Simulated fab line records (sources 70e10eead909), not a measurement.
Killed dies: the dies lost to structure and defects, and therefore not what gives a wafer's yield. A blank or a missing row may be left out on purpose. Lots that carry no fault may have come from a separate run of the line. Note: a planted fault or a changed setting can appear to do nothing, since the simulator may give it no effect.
Which of the tools did it? / flow nandHarc / 72 wafers from 24 lots sampled at 5 of the route's 1302 steps

## WHAT THE GAUGES SHOWED, per wafer
NHARC_P_BONDPAD_CD_MEAS_13. Usual: cdNm at 499.1 nm, with a standard deviation of 1.4.
lot=L074; measured=day 6 14:07; on=cdSem-01; cdNm (nm)=498.9 499.4 496.1; flag=
lot=L075; measured=day 7 05:59; on=cdSem-03; cdNm (nm)=496.4 498.3 497.9; flag=
lot=L076; measured=day 7 13:28; on=cdSem-02; cdNm (nm)=496.5 496.3 499.5; flag=
lot=L077; measured=day 7 19:21; on=cdSem-01; cdNm (nm)=496.5 497.2 496.0; flag=
lot=L078; measured=day 8 04:49; on=cdSem-02; cdNm (nm)=498.1 500.0 499.9; flag=
lot=L079; measured=day 8 11:16; on=cdSem-01; cdNm (nm)=499.2 500.6 501.2; flag=
lot=L080; measured=day 9 02:42; on=cdSem-01; cdNm (nm)=500.4 501.2 499.9; flag=
lot=L081; measured=day 9 11:35; on=cdSem-01; cdNm (nm)=498.3 500.0 500.5; flag=
lot=L082; measured=day 10 04:00; on=cdSem-02; cdNm (nm)=498.4 496.4 496.6; flag=
lot=L083; measured=day 10 19:17; on=cdSem-02; cdNm (nm)=500.4 500.0 500.9; flag=
lot=L084; measured=day 10 20:04; on=cdSem-03; cdNm (nm)=498.1 497.8 497.0; flag=
lot=L085; measured=day 11 05:45; on=cdSem-01; cdNm (nm)=498.1 500.1 497.9; flag=
lot=L086; measured=day 11 12:01; on=cdSem-02; cdNm (nm)=499.2 499.5 498.9; flag=
lot=L087; measured=day 11 21:26; on=cdSem-03; cdNm (nm)=498.5 499.3 497.8; flag=
lot=L089; measured=day 12 16:22; on=cdSem-01; cdNm (nm)=501.2 501.8 501.4; flag=
lot=L088; measured=day 12 17:02; on=cdSem-02; cdNm (nm)=498.3 500.6 498.9; flag=
lot=L090; measured=day 13 10:01; on=cdSem-02; cdNm (nm)=499.6 500.4 502.0; flag=
lot=L091; measured=day 13 11:20; on=cdSem-02; cdNm (nm)=499.8 498.8 499.8; flag=
lot=L092; measured=day 13 23:47; on=cdSem-03; cdNm (nm)=497.9 497.4 498.2; flag=
lot=L093; measured=day 14 12:28; on=cdSem-02; cdNm (nm)=498.8 498.2 498.3; flag=
lot=L095; measured=day 15 05:39; on=cdSem-03; cdNm (nm)=500.2 500.0 497.8; flag=
lot=L094; measured=day 15 16:43; on=cdSem-03; cdNm (nm)=498.9 499.0 497.7; flag=
lot=L096; measured=day 15 23:05; on=cdSem-03; cdNm (nm)=499.3 501.0 500.2; flag=
lot=L097; measured=day 15 23:42; on=cdSem-02; cdNm (nm)=499.8 498.4 498.0; flag=

NHARC_A_SOURCE_PLATE_THK_MEAS_06: measures by ellipsometry. Usual: thkNm at 199.2 nm, with a standard deviation of 1.8.
lot=L074; measured=day 7 11:53; on=filmMetro-02; thkNm (nm)=198.6 196.3 198.2; flag=
lot=L075; measured=day 8 07:07; on=filmMetro-02; thkNm (nm)=199.7 198.0 198.3; flag=
lot=L076; measured=day 8 15:05; on=filmMetro-01; thkNm (nm)=199.0 200.5 196.7; flag=
lot=L077; measured=day 8 22:20; on=filmMetro-01; thkNm (nm)=198.6 197.1 199.7; flag=
lot=L078; measured=day 9 06:50; on=filmMetro-02; thkNm (nm)=200.1 199.7 200.9; flag=
lot=L079; measured=day 9 12:33; on=filmMetro-02; thkNm (nm)=197.8 199.4 199.8; flag=
lot=L080; measured=day 10 06:01; on=filmMetro-02; thkNm (nm)=200.2 201.2 199.8; flag=
lot=L081; measured=day 10 12:40; on=filmMetro-01; thkNm (nm)=199.2 200.2 202.6; flag=
lot=L082; measured=day 11 05:41; on=filmMetro-02; thkNm (nm)=202.0 202.2 199.6; flag=
lot=L083; measured=day 11 20:11; on=filmMetro-02; thkNm (nm)=197.8 199.9 200.2; flag=
lot=L084; measured=day 11 20:11; on=filmMetro-01; thkNm (nm)=198.1 201.4 199.4; flag=
lot=L085; measured=day 12 08:50; on=filmMetro-02; thkNm (nm)=200.4 200.5 201.1; flag=
lot=L086; measured=day 12 14:24; on=filmMetro-02; thkNm (nm)=197.1 196.2 198.8; flag=
lot=L087; measured=day 12 22:49; on=filmMetro-02; thkNm (nm)=200.6 199.0 197.9; flag=
lot=L089; measured=day 13 17:05; on=filmMetro-02; thkNm (nm)=197.7 197.1 201.1; flag=
lot=L088; measured=day 13 17:05; on=filmMetro-01; thkNm (nm)=195.4 195.9 196.6; flag=
lot=L090; measured=day 14 11:13; on=filmMetro-02; thkNm (nm)=202.3 201.5 201.2; flag=
lot=L091; measured=day 14 11:13; on=filmMetro-01; thkNm (nm)=199.0 200.5 200.6; flag=
lot=L092; measured=day 15 03:53; on=filmMetro-01; thkNm (nm)=197.6 198.7 196.4; flag=
lot=L093; measured=day 15 13:59; on=filmMetro-02; thkNm (nm)=200.4 199.1 199.6; flag=
lot=L095; measured=day 16 08:44; on=filmMetro-01; thkNm (nm)=200.7 200.6 205.0; flag=
lot=L094; measured=day 16 18:05; on=filmMetro-01; thkNm (nm)=199.1 201.3 199.1; flag=
lot=L096; measured=day 17 03:50; on=filmMetro-01; thkNm (nm)=198.8 199.1 196.8; flag=
lot=L097; measured=day 17 03:50; on=filmMetro-01; thkNm (nm)=198.5 196.9 197.7; flag=

NHARC_A_ONON_D1_THK_MEAS_27: measures by ellipsometry. Usual: thkNm at 1000 nm, with a standard deviation of 14.
lot=L074; measured=day 8 00:13; on=filmMetro-02; thkNm (nm)=983 985 984; flag=
lot=L075; measured=day 8 19:29; on=filmMetro-01; thkNm (nm)=1009 1008 1008; flag=
lot=L076; measured=day 9 05:07; on=filmMetro-01; thkNm (nm)=1002 1003 1003; flag=
lot=L077; measured=day 9 10:31; on=filmMetro-02; thkNm (nm)=975 978 977; flag=
lot=L078; measured=day 9 19:01; on=filmMetro-02; thkNm (nm)=976 976 978; flag=
lot=L079; measured=day 10 06:04; on=filmMetro-01; thkNm (nm)=1014 1012 1012; flag=
lot=L080; measured=day 10 22:07; on=filmMetro-02; thkNm (nm)=993 993 992; flag=
lot=L081; measured=day 10 22:15; on=filmMetro-02; thkNm (nm)=990 989 988; flag=
lot=L082; measured=day 11 18:04; on=filmMetro-02; thkNm (nm)=1021 1020 1018; flag=
lot=L083; measured=day 12 08:30; on=filmMetro-01; thkNm (nm)=1014 1013 1014; flag=
lot=L084; measured=day 12 08:52; on=filmMetro-01; thkNm (nm)=989 986 987; flag=
lot=L085; measured=day 12 23:47; on=filmMetro-02; thkNm (nm)=1015 1014 1016; flag=
lot=L086; measured=day 12 23:48; on=filmMetro-01; thkNm (nm)=995 995 994; flag=
lot=L087; measured=day 13 11:50; on=filmMetro-02; thkNm (nm)=1017 1018 1019; flag=
lot=L089; measured=day 14 09:12; on=filmMetro-02; thkNm (nm)=1011 1012 1011; flag=
lot=L088; measured=day 14 09:13; on=filmMetro-01; thkNm (nm)=1024 1023 1023; flag=
lot=L090; measured=day 14 23:35; on=filmMetro-02; thkNm (nm)=992 993 991; flag=
lot=L091; measured=day 14 23:36; on=filmMetro-01; thkNm (nm)=1004 1003 1005; flag=
lot=L092; measured=day 15 16:38; on=filmMetro-02; thkNm (nm)=986 988 987; flag=
lot=L093; measured=day 16 02:20; on=filmMetro-01; thkNm (nm)=990 990 991; flag=
lot=L095; measured=day 16 21:07; on=filmMetro-01; thkNm (nm)=991 986 988; flag=
lot=L094; measured=day 17 09:53; on=filmMetro-02; thkNm (nm)=992 993 993; flag=
lot=L096; measured=day 17 16:58; on=filmMetro-02; thkNm (nm)=1012 1012 1011; flag=
lot=L097; measured=day 17 16:57; on=filmMetro-01; thkNm (nm)=1007 1007 1006; flag=

## TOOL THAT RAN EACH LOT (tool first, then ch and the chambers of the sampled wafers, then the start)
lot=L074; NHARC_P_BONDPAD_ETCH_12=rieDiel-05 ch 0,1,2, day 6 14:07 or earlier; NHARC_P_BONDPAD_PVD_17=pvdSputter-02, day 7 11:53 or earlier
lot=L075; NHARC_P_BONDPAD_ETCH_12=rieDiel-05 ch 1,2,3, day 7 05:59 or earlier; NHARC_P_BONDPAD_PVD_17=pvdSputter-02, day 8 07:07 or earlier
lot=L076; NHARC_P_BONDPAD_ETCH_12=rieDiel-08 ch 2,3, day 7 13:28 or earlier; NHARC_P_BONDPAD_PVD_17=pvdSputter-02, day 8 15:05 or earlier
lot=L077; NHARC_P_BONDPAD_ETCH_12=rieDiel-05 ch 0,1,3, day 7 19:21 or earlier; NHARC_P_BONDPAD_PVD_17=pvdSputter-02, day 8 22:20 or earlier
lot=L078; NHARC_P_BONDPAD_ETCH_12=rieDiel-08 ch 0,2,3, day 8 04:49 or earlier; NHARC_P_BONDPAD_PVD_17=pvdSputter-01, day 9 06:50 or earlier
lot=L079; NHARC_P_BONDPAD_ETCH_12=rieDiel-13 ch 0,1,3, day 8 11:16 or earlier; NHARC_P_BONDPAD_PVD_17=pvdSputter-02, day 9 12:33 or earlier
lot=L080; NHARC_P_BONDPAD_ETCH_12=rieDiel-13 ch 1,2, day 9 02:42 or earlier; NHARC_P_BONDPAD_PVD_17=pvdSputter-02, day 10 06:01 or earlier
lot=L081; NHARC_P_BONDPAD_ETCH_12=rieDiel-13 ch 0,1,2, day 9 11:35 or earlier; NHARC_P_BONDPAD_PVD_17=pvdSputter-01, day 10 12:40 or earlier
lot=L082; NHARC_P_BONDPAD_ETCH_12=rieDiel-08 ch 1,2,3, day 10 04:00 or earlier; NHARC_P_BONDPAD_PVD_17=pvdSputter-01, day 11 05:41 or earlier
lot=L083; NHARC_P_BONDPAD_ETCH_12=rieDiel-08 ch 0,3, day 10 19:17 or earlier; NHARC_P_BONDPAD_PVD_17=pvdSputter-02, day 11 20:11 or earlier
lot=L084; NHARC_P_BONDPAD_ETCH_12=rieDiel-13 ch 0,2,3, day 10 20:04 or earlier; NHARC_P_BONDPAD_PVD_17=pvdSputter-02, day 11 20:11 or earlier
lot=L085; NHARC_P_BONDPAD_ETCH_12=rieDiel-08 ch 0,2,3, day 11 05:45 or earlier; NHARC_P_BONDPAD_PVD_17=pvdSputter-02, day 12 08:50 or earlier
lot=L086; NHARC_P_BONDPAD_ETCH_12=rieDiel-13 ch 0,1,2, day 11 12:01 or earlier; NHARC_P_BONDPAD_PVD_17=pvdSputter-01, day 12 14:24 or earlier
lot=L087; NHARC_P_BONDPAD_ETCH_12=rieDiel-13 ch 1,3, day 11 21:26 or earlier; NHARC_P_BONDPAD_PVD_17=pvdSputter-01, day 12 22:49 or earlier
lot=L089; NHARC_P_BONDPAD_ETCH_12=rieDiel-13 ch 0,1,2, day 12 16:22 or earlier; NHARC_P_BONDPAD_PVD_17=pvdSputter-01, day 13 17:05 or earlier
lot=L088; NHARC_P_BONDPAD_ETCH_12=rieDiel-05 ch 0,3, day 12 17:02 or earlier; NHARC_P_BONDPAD_PVD_17=pvdSputter-01, day 13 17:05 or earlier
lot=L090; NHARC_P_BONDPAD_ETCH_12=rieDiel-05 ch 0,2, day 13 10:01 or earlier; NHARC_P_BONDPAD_PVD_17=pvdSputter-02, day 14 11:13 or earlier
lot=L091; NHARC_P_BONDPAD_ETCH_12=rieDiel-08 ch 0,1,3, day 13 11:20 or earlier; NHARC_P_BONDPAD_PVD_17=pvdSputter-01, day 14 11:13 or earlier
lot=L092; NHARC_P_BONDPAD_ETCH_12=rieDiel-08 ch 1,3, day 13 23:47 or earlier; NHARC_P_BONDPAD_PVD_17=pvdSputter-02, day 15 03:53 or earlier
lot=L093; NHARC_P_BONDPAD_ETCH_12=rieDiel-08 ch 0,1,3, day 14 12:28 or earlier; NHARC_P_BONDPAD_PVD_17=pvdSputter-01, day 15 13:59 or earlier
lot=L095; NHARC_P_BONDPAD_ETCH_12=rieDiel-13 ch 1,2,3, day 15 05:39 or earlier; NHARC_P_BONDPAD_PVD_17=pvdSputter-02, day 16 08:44 or earlier
lot=L094; NHARC_P_BONDPAD_ETCH_12=rieDiel-13 ch 1,2,3, day 15 16:43 or earlier; NHARC_P_BONDPAD_PVD_17=pvdSputter-02, day 16 18:05 or earlier
lot=L096; NHARC_P_BONDPAD_ETCH_12=rieDiel-08 ch 0,1, day 15 23:05 or earlier; NHARC_P_BONDPAD_PVD_17=pvdSputter-03, day 17 03:50 or earlier
lot=L097; NHARC_P_BONDPAD_ETCH_12=rieDiel-13 ch 1,2,3, day 15 23:42 or earlier; NHARC_P_BONDPAD_PVD_17=pvdSputter-02, day 17 03:50 or earlier
- NHARC_P_BONDPAD_ETCH_12: etches the open film in CHF3/O2, target depth 200 nm, time 100 s.
- NHARC_P_BONDPAD_PVD_17: deposits TaN, target thk 5 nm, time 8.06 s.

## AS READ BY THE TOOLS THEMSELVES (means over the sampled wafers that have a number; for cases with no such wafer, the mark the record gives instead)
NHARC_P_BONDPAD_ETCH_12. Usual: drypumpMotorCurrentA 5.8 A, standard deviation 0.43; oesProductAu 0.944 a.u., standard deviation 0.022; rfVppV 370.6 V, standard deviation 1.8; showerheadPlenumPTorr 2.41 Torr, standard deviation 0.072; throttleValvePct 20.572 %, standard deviation 0.0091.
lot=L074; tool=rieDiel-05; drypumpMotorCurrentA (A)=6.4; oesProductAu (a.u.)=0.927; rfVppV (V)=371.4; showerheadPlenumPTorr (Torr)=2.43; throttleValvePct (%)=20.572; flag=
lot=L075; tool=rieDiel-05; drypumpMotorCurrentA (A)=6.4; oesProductAu (a.u.)=0.931; rfVppV (V)=372.1; showerheadPlenumPTorr (Torr)=2.47; throttleValvePct (%)=20.570; flag=
lot=L076; tool=rieDiel-08; drypumpMotorCurrentA (A)=5.4; oesProductAu (a.u.)=0.970; rfVppV (V)=369.6; showerheadPlenumPTorr (Torr)=2.37; throttleValvePct (%)=20.572; flag=
lot=L077; tool=rieDiel-05; drypumpMotorCurrentA (A)=6.1; oesProductAu (a.u.)=0.929; rfVppV (V)=371.8; showerheadPlenumPTorr (Torr)=2.48; throttleValvePct (%)=20.575; flag=
lot=L078; tool=rieDiel-08; drypumpMotorCurrentA (A)=5.6; oesProductAu (a.u.)=0.921; rfVppV (V)=370.5; showerheadPlenumPTorr (Torr)=2.38; throttleValvePct (%)=20.572; flag=
lot=L079; tool=rieDiel-13; drypumpMotorCurrentA (A)=5.7; oesProductAu (a.u.)=0.976; rfVppV (V)=369.6; showerheadPlenumPTorr (Torr)=2.38; throttleValvePct (%)=20.565; flag=
lot=L080; tool=rieDiel-13; drypumpMotorCurrentA (A)=6.2; oesProductAu (a.u.)=0.972; rfVppV (V)=371.8; showerheadPlenumPTorr (Torr)=2.47; throttleValvePct (%)=20.571; flag=
lot=L081; tool=rieDiel-13; drypumpMotorCurrentA (A)=5.9; oesProductAu (a.u.)=0.925; rfVppV (V)=370.1; showerheadPlenumPTorr (Torr)=2.40; throttleValvePct (%)=20.570; flag=
lot=L082; tool=rieDiel-08; drypumpMotorCurrentA (A)=5.4; oesProductAu (a.u.)=0.965; rfVppV (V)=370.3; showerheadPlenumPTorr (Torr)=2.36; throttleValvePct (%)=20.580; flag=
lot=L083; tool=rieDiel-08; drypumpMotorCurrentA (A)=5.8; oesProductAu (a.u.)=0.915; rfVppV (V)=370.2; showerheadPlenumPTorr (Torr)=2.39; throttleValvePct (%)=20.565; flag=
lot=L084; tool=rieDiel-13; drypumpMotorCurrentA (A)=5.7; oesProductAu (a.u.)=0.929; rfVppV (V)=370.9; showerheadPlenumPTorr (Torr)=2.42; throttleValvePct (%)=20.568; flag=
lot=L085; tool=rieDiel-08; drypumpMotorCurrentA (A)=5.6; oesProductAu (a.u.)=0.963; rfVppV (V)=370.7; showerheadPlenumPTorr (Torr)=2.38; throttleValvePct (%)=20.569; flag=
lot=L086; tool=rieDiel-13; drypumpMotorCurrentA (A)=5.9; oesProductAu (a.u.)=0.932; rfVppV (V)=371.1; showerheadPlenumPTorr (Torr)=2.39; throttleValvePct (%)=20.567; flag=
lot=L087; tool=rieDiel-13; drypumpMotorCurrentA (A)=5.9; oesProductAu (a.u.)=0.925; rfVppV (V)=370.4; showerheadPlenumPTorr (Torr)=2.42; throttleValvePct (%)=20.569; flag=
lot=L089; tool=rieDiel-13; drypumpMotorCurrentA (A)=5.9; oesProductAu (a.u.)=0.933; rfVppV (V)=370.2; showerheadPlenumPTorr (Torr)=2.39; throttleValvePct (%)=20.574; flag=
lot=L088; tool=rieDiel-05; drypumpMotorCurrentA (A)=5.9; oesProductAu (a.u.)=0.932; rfVppV (V)=373.4; showerheadPlenumPTorr (Torr)=2.49; throttleValvePct (%)=20.563; flag=
lot=L090; tool=rieDiel-05; drypumpMotorCurrentA (A)=6.1; oesProductAu (a.u.)=0.938; rfVppV (V)=371.7; showerheadPlenumPTorr (Torr)=2.44; throttleValvePct (%)=20.575; flag=
lot=L091; tool=rieDiel-08; drypumpMotorCurrentA (A)=5.6; oesProductAu (a.u.)=0.923; rfVppV (V)=369.6; showerheadPlenumPTorr (Torr)=2.37; throttleValvePct (%)=20.579; flag=
lot=L092; tool=rieDiel-08; drypumpMotorCurrentA (A)=5.2; oesProductAu (a.u.)=0.958; rfVppV (V)=369.8; showerheadPlenumPTorr (Torr)=2.38; throttleValvePct (%)=20.572; flag=
lot=L093; tool=rieDiel-08; drypumpMotorCurrentA (A)=5.6; oesProductAu (a.u.)=0.930; rfVppV (V)=371.2; showerheadPlenumPTorr (Torr)=2.37; throttleValvePct (%)=20.568; flag=
lot=L095; tool=rieDiel-13; drypumpMotorCurrentA (A)=5.9; oesProductAu (a.u.)=0.969; rfVppV (V)=371.3; showerheadPlenumPTorr (Torr)=2.45; throttleValvePct (%)=20.579; flag=
lot=L094; tool=rieDiel-13; drypumpMotorCurrentA (A)=5.9; oesProductAu (a.u.)=0.964; rfVppV (V)=370.9; showerheadPlenumPTorr (Torr)=2.45; throttleValvePct (%)=20.579; flag=
lot=L096; tool=rieDiel-08; drypumpMotorCurrentA (A)=5.7; oesProductAu (a.u.)=0.970; rfVppV (V)=369.6; showerheadPlenumPTorr (Torr)=2.35; throttleValvePct (%)=20.576; flag=
lot=L097; tool=rieDiel-13; drypumpMotorCurrentA (A)=5.9; oesProductAu (a.u.)=0.963; rfVppV (V)=371.7; showerheadPlenumPTorr (Torr)=2.45; throttleValvePct (%)=20.570; flag=

NHARC_P_BONDPAD_PVD_17. Usual: cathodeDcPowerW 15000 W, standard deviation 2.7; throttleValvePct 30.1 %, standard deviation 0.95.
lot=L074; tool=pvdSputter-02; cathodeDcPowerW (W)=14999; throttleValvePct (%)=30.4; flag=
lot=L075; tool=pvdSputter-02; cathodeDcPowerW (W)=15001; throttleValvePct (%)=30.5; flag=
lot=L076; tool=pvdSputter-02; cathodeDcPowerW (W)=15001; throttleValvePct (%)=30.6; flag=
lot=L077; tool=pvdSputter-02; cathodeDcPowerW (W)=15000; throttleValvePct (%)=30.6; flag=
lot=L078; tool=pvdSputter-01; cathodeDcPowerW (W)=14999; throttleValvePct (%)=30.3; flag=
lot=L079; tool=pvdSputter-02; cathodeDcPowerW (W)=15000; throttleValvePct (%)=30.5; flag=
lot=L080; tool=pvdSputter-02; cathodeDcPowerW (W)=14999; throttleValvePct (%)=29.9; flag=
lot=L081; tool=pvdSputter-01; cathodeDcPowerW (W)=15000; throttleValvePct (%)=30.8; flag=
lot=L082; tool=pvdSputter-01; cathodeDcPowerW (W)=14998; throttleValvePct (%)=30.3; flag=
lot=L083; tool=pvdSputter-02; cathodeDcPowerW (W)=15001; throttleValvePct (%)=30.0; flag=
lot=L084; tool=pvdSputter-02; cathodeDcPowerW (W)=14999; throttleValvePct (%)=29.2; flag=
lot=L085; tool=pvdSputter-02; cathodeDcPowerW (W)=15001; throttleValvePct (%)=29.7; flag=
lot=L086; tool=pvdSputter-01; cathodeDcPowerW (W)=15000; throttleValvePct (%)=30.5; flag=
lot=L087; tool=pvdSputter-01; cathodeDcPowerW (W)=14999; throttleValvePct (%)=31.1; flag=
lot=L089; tool=pvdSputter-01; cathodeDcPowerW (W)=14999; throttleValvePct (%)=30.5; flag=
lot=L088; tool=pvdSputter-01; cathodeDcPowerW (W)=15001; throttleValvePct (%)=30.5; flag=
lot=L090; tool=pvdSputter-02; cathodeDcPowerW (W)=14998; throttleValvePct (%)=29.1; flag=
lot=L091; tool=pvdSputter-01; cathodeDcPowerW (W)=14999; throttleValvePct (%)=30.6; flag=
lot=L092; tool=pvdSputter-02; cathodeDcPowerW (W)=14998; throttleValvePct (%)=29.7; flag=
lot=L093; tool=pvdSputter-01; cathodeDcPowerW (W)=14999; throttleValvePct (%)=30.2; flag=
lot=L095; tool=pvdSputter-02; cathodeDcPowerW (W)=15001; throttleValvePct (%)=29.5; flag=
lot=L094; tool=pvdSputter-02; cathodeDcPowerW (W)=15002; throttleValvePct (%)=29.5; flag=
lot=L096; tool=pvdSputter-03; cathodeDcPowerW (W)=15000; throttleValvePct (%)=28.3; flag=
lot=L097; tool=pvdSputter-02; cathodeDcPowerW (W)=15003; throttleValvePct (%)=30.0; flag=

## THE ANSWER, worked out from the rows above alone
Rule: take the mean of a lot's wafers that have a number; if it is more than 3 standard deviations from the usual mean, the lot is off. A lot without any number at a reading at which 4 lots or more have one is off too. The other lots that the step has rows for count as sound. After the gauges, taken in route order, come the tools' own readings; for these a lot's mean is taken, as printed above. The first step at which some lot is off is used, and at that step the reading that is off furthest; a lot without a number counts as furthest.
Across all readings shown, no lot is off: no conclusion can be drawn from this.

## WHAT HAD BEEN PUT IN BY THE SIMULATOR
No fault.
